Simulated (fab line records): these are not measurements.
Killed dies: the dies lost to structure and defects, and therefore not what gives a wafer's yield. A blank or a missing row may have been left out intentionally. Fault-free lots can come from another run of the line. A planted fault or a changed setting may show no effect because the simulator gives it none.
The tool behind it: which one? | flow nandHarc | 12 lots with 33 wafers sampled at 5 steps, on a route of 1159 steps

== WHAT THE GAUGES READ, wafer by wafer ==
NHARC_END_SORT_01. Usual: killedAtArray 29, standard deviation 10; killedAtOther 0.7, standard deviation 1; killedAtPeriphery 3.7, standard deviation 2.6; killedDies 33, standard deviation 10; killedOpen 3.4, standard deviation 1.8; killedShort 1.8, standard deviation 1.3.
lot  | measured     | on        | killedAtArray | killedAtOther | killedAtPeriphery | killedDies | killedOpen | killedShort | flag
L227 | day 19 15:46 | prober-01 | 13 8 16       | 0 5 3         | 4 3 1             | 17 16 20   | 4 3 5      | 1 1 1       | 
L234 | day 21 16:08 | prober-01 | 31 35 26      | 0 0 1         | 6 3 4             | 37 38 31   | 4 4 1      | 1 2 3       | 
L235 | day 21 20:13 | prober-02 | 20 12 17      | 0 1 0         | 4 4 1             | 24 17 18   | 1 3 3      | 0 1 0       | 
L246 | day 23 23:31 | prober-01 | 36 30 36      | 0 1 0         | 7 2 5             | 43 33 41   | 2 1 3      | 3 1 3       | 

== WHICH TOOL RAN EACH LOT (tool, then ch and the chambers of the sampled wafers, then the start) ==
lot  | NHARC_A_SLIT_DESCUM_14            | NHARC_A_SLIT_STRIP_18                        | NHARC_A_WL_FILL_ETCHBACK_04      | NHARC_A_WL_FILL_STRIP_29
L226 | rieDiel-07 ch 1,3, day 14 21:59   | rieDiel-07 ch 1,3, day 15 12:58 or earlier   | rieMetal-02 ch 0,1, day 15 12:58 | rieDiel-11 ch 0,1,3, day 15 23:10
L227 | rieDiel-09 ch 1,2,3, day 14 22:09 | rieDiel-07 ch 1,3, day 15 15:41 or earlier   | rieMetal-01 ch 0,1, day 15 15:41 | rieDiel-01 ch 1,2,3, day 15 23:13
L230 | rieDiel-04 ch 0,1, day 14 23:20   | rieDiel-09 ch 0,1,2, day 15 15:44 or earlier | rieMetal-03 ch 0,1, day 15 15:44 | rieDiel-01 ch 0,1,3, day 16 02:16
L228 | rieDiel-07 ch 0,1,2, day 15 03:02 | rieDiel-09 ch 0,2,3, day 16 00:48 or earlier | rieMetal-02 ch 0,1, day 16 00:48 | rieDiel-01 ch 0,1,3, day 16 10:47
L234 | rieDiel-07 ch 1,2,3, day 16 11:20 | rieDiel-07 ch 0,1,3, day 17 11:12 or earlier | rieMetal-03 ch 0,1, day 17 11:12 | rieDiel-10 ch 0,2,3, day 18 01:59
L235 | rieDiel-04 ch 0,1,2, day 16 12:54 | rieDiel-04 ch 2,3, day 17 13:43 or earlier   | rieMetal-02 ch 0, day 17 13:43   | rieDiel-01 ch 0,1,2, day 18 01:55
L238 | rieDiel-04 ch 2,3, day 17 14:04   | rieDiel-07 ch 1,2, day 18 06:54 or earlier   | rieMetal-02 ch 0,1, day 18 06:54 | rieDiel-10 ch 0,1, day 18 19:13
L241 | rieDiel-04 ch 3, day 18 05:47     | rieDiel-09 ch 2, day 18 21:34 or earlier     | rieMetal-02 ch 1, day 18 21:34   | rieDiel-10 ch 3, day 19 07:57
L242 | rieDiel-04 ch 0,1,3, day 18 07:46 | rieDiel-09 ch 2,3, day 18 22:14 or earlier   | rieMetal-03 ch 0,1, day 18 22:14 | rieDiel-01 ch 0,3, day 19 08:01
L246 | rieDiel-07 ch 0,1,3, day 19 02:06 | rieDiel-07 ch 1,2,3, day 20 00:01 or earlier | rieMetal-01 ch 0,1, day 20 00:01 | rieDiel-11 ch 1,2, day 20 07:47
L247 | rieDiel-04 ch 0,2,3, day 19 10:11 | rieDiel-07 ch 0,3, day 20 05:29 or earlier   | rieMetal-01 ch 0,1, day 20 05:29 | rieDiel-01 ch 0,3, day 20 15:05
L249 | rieDiel-09 ch 1,2, day 19 22:04   | rieDiel-07 ch 0,3, day 20 20:54 or earlier   | rieMetal-03 ch 0,1, day 20 20:54 | rieDiel-10 ch 0,1,2, day 21 10:29
- NHARC_A_SLIT_DESCUM_14: chemistry O2, time 3 s.
- NHARC_A_SLIT_STRIP_18: strips in O2.
- NHARC_A_WL_FILL_ETCHBACK_04: etches the open film in NF3, target depth 60 nm, time 120 s.
- NHARC_A_WL_FILL_STRIP_29: strips in O2, time 20 s.

== WHAT THE TOOLS THEMSELVES READ (means of the sampled wafers that have a number; where no wafer has one, the mark that the record gives instead) ==
NHARC_A_SLIT_DESCUM_14. Usual: drypumpMotorCurrentA 5.8 A, standard deviation 0.35; oesProductAu 0.997 a.u., standard deviation 0.013; rfVppV 57.7 V, standard deviation 0.91; showerheadPlenumPTorr 1.90 Torr, standard deviation 0.094; throttleValvePct 11.312 %, standard deviation 0.0091.
lot  | tool       | drypumpMotorCurrentA (A) | oesProductAu (a.u.) | rfVppV (V) | showerheadPlenumPTorr (Torr) | throttleValvePct (%) | flag
L226 | rieDiel-07 | 5.2                      | 1.012               | 57.7       | 1.98                         | 11.313               | 
L227 | rieDiel-09 | 6.0                      | 0.990               | 58.1       | 1.92                         | 11.309               | 
L230 | rieDiel-04 | 5.7                      | 0.992               | 57.8       | 1.89                         | 11.312               | 
L228 | rieDiel-07 | 5.4                      | 0.990               | 58.2       | 1.88                         | 11.312               | 
L234 | rieDiel-07 | 5.4                      | 1.002               | 57.8       | 1.88                         | 11.315               | 
L235 | rieDiel-04 | 5.8                      | 0.986               | 58.1       | 1.89                         | 11.312               | 
L238 | rieDiel-04 | 6.0                      | 0.988               | 57.6       | 1.92                         | 11.310               | 
L241 | rieDiel-04 | 6.0                      | 1.008               | 57.5       | 1.98                         | 11.305               | 
L242 | rieDiel-04 | 5.8                      | 1.002               | 57.4       | 1.93                         | 11.298               | 
L246 | rieDiel-07 | 5.4                      | 1.006               | 56.8       | 1.89                         | 11.312               | 
L247 | rieDiel-04 | 5.9                      | 0.996               | 58.9       | 1.94                         | 11.315               | 
L249 | rieDiel-09 | 6.2                      | 0.980               | 58.5       | 1.93                         | 11.303               | 

NHARC_A_SLIT_STRIP_18. Usual: drypumpMotorCurrentA 5.8 A, standard deviation 0.4; oesProductAu 0.999 a.u., standard deviation 0.014; rfVppV 57.6 V, standard deviation 0.95; showerheadPlenumPTorr 3.47 Torr, standard deviation 0.17; throttleValvePct 17.035 %, standard deviation 0.0085.
lot  | tool       | drypumpMotorCurrentA (A) | oesProductAu (a.u.) | rfVppV (V) | showerheadPlenumPTorr (Torr) | throttleValvePct (%) | flag
L226 | rieDiel-07 | 5.2                      | 1.019               | 57.1       | 3.63                         | 17.033               | 
L227 | rieDiel-07 | 5.2                      | 1.000               | 58.3       | 3.63                         | 17.027               | 
L230 | rieDiel-09 | 6.3                      | 1.006               | 58.1       | 3.45                         | 17.048               | 
L228 | rieDiel-09 | 6.1                      | 0.995               | 57.9       | 3.42                         | 17.041               | 
L234 | rieDiel-07 | 5.4                      | 1.008               | 57.8       | 3.49                         | 17.037               | 
L235 | rieDiel-04 | 6.0                      | 0.980               | 57.5       | 3.50                         | 17.034               | 
L238 | rieDiel-07 | 5.3                      | 0.997               | 57.4       | 3.54                         | 17.030               | 
L241 | rieDiel-09 | 6.1                      | 1.003               | 56.6       | 3.31                         | 17.030               | 
L242 | rieDiel-09 | 5.8                      | 0.995               | 57.2       | 3.50                         | 17.032               | 
L246 | rieDiel-07 | 5.4                      | 0.996               | 56.7       | 3.48                         | 17.035               | 
L247 | rieDiel-07 | 5.6                      | 1.000               | 57.6       | 3.34                         | 17.032               | 
L249 | rieDiel-07 | 5.6                      | 1.003               | 58.6       | 3.34                         | 17.036               | 

NHARC_A_WL_FILL_ETCHBACK_04. Usual: drypumpMotorCurrentA 5.6 A, standard deviation 0.51; heBacksideLeakSccm 3.32 sccm, standard deviation 0.23; oesProductAu 1.004 a.u., standard deviation 0.0086.
lot  | tool        | drypumpMotorCurrentA (A) | heBacksideLeakSccm (sccm) | oesProductAu (a.u.) | flag
L226 | rieMetal-02 | 5.5                      | 3.23                      | 1.002               | 
L227 | rieMetal-01 | 5.5                      | 3.18                      | 1.017               | 
L230 | rieMetal-03 | 5.5                      | 3.33                      | 1.005               | 
L228 | rieMetal-02 | 5.3                      | 3.33                      | 1.009               | 
L234 | rieMetal-03 | 5.5                      | 3.52                      | 1.000               | 
L235 | rieMetal-02 | 5.7                      | 3.61                      | 1.002               | 
L238 | rieMetal-02 | 5.3                      | 3.36                      | 1.026               | 
L241 | rieMetal-02 | 5.1                      | 3.20                      | 1.004               | 
L242 | rieMetal-03 | 5.7                      | 3.31                      | 0.997               | 
L246 | rieMetal-01 | 6.1                      | 3.28                      | 1.005               | 
L247 | rieMetal-01 | 5.5                      | 3.23                      | 1.011               | 
L249 | rieMetal-03 | 5.5                      | 3.45                      | 0.998               | 

NHARC_A_WL_FILL_STRIP_29. Usual: drypumpMotorCurrentA 5.75 A, standard deviation 0.26; oesProductAu 1.000 a.u., standard deviation 0.021; rfVppV 57.9 V, standard deviation 0.76; showerheadPlenumPTorr 3.55 Torr, standard deviation 0.1; throttleValvePct 17.035 %, standard deviation 0.0092.
lot  | tool       | drypumpMotorCurrentA (A) | oesProductAu (a.u.) | rfVppV (V) | showerheadPlenumPTorr (Torr) | throttleValvePct (%) | flag
L226 | rieDiel-11 | 5.72                     | 1.010               | 58.2       | 3.65                         | 17.035               | 
L227 | rieDiel-01 | 5.85                     | 0.990               | 56.6       | 3.48                         | 17.038               | 
L230 | rieDiel-01 | 5.76                     | 0.988               | 58.3       | 3.54                         | 17.031               | 
L228 | rieDiel-01 | 5.78                     | 0.993               | 58.8       | 3.54                         | 17.032               | 
L234 | rieDiel-10 | 5.78                     | 1.004               | 58.2       | 3.55                         | 17.032               | 
L235 | rieDiel-01 | 5.81                     | 1.001               | 58.4       | 3.54                         | 17.038               | 
L238 | rieDiel-10 | 5.50                     | 0.990               | 57.8       | 3.60                         | 17.044               | 
L241 | rieDiel-10 | 6.06                     | 1.003               | 59.3       | 3.54                         | 17.019               | 
L242 | rieDiel-01 | 5.71                     | 1.018               | 58.6       | 3.61                         | 17.033               | 
L246 | rieDiel-11 | 5.60                     | 0.995               | 58.4       | 3.47                         | 17.030               | 
L247 | rieDiel-01 | 5.73                     | 1.013               | 58.8       | 3.61                         | 17.041               | 
L249 | rieDiel-10 | 5.71                     | 1.000               | 58.0       | 3.54                         | 17.037               | 

== THE ANSWER, worked out from the rows above alone ==
Rule: lot off if the mean of its wafers having a number is beyond 3 standard deviations from the usual mean. Also off: a lot with no number at a reading for which 4 or more lots have one. Any other lot the step has rows for is counted as sound. Order of review: gauges by route order, followed by the tools' own readings, for which a lot's mean as printed above is used. At the first step where some lot is off, the reading lying furthest off is the one used; lots without a number count as furthest.
Across all readings shown, no lot is off: no conclusion can be drawn from this.

== WHAT THE SIMULATOR PUT IN ==
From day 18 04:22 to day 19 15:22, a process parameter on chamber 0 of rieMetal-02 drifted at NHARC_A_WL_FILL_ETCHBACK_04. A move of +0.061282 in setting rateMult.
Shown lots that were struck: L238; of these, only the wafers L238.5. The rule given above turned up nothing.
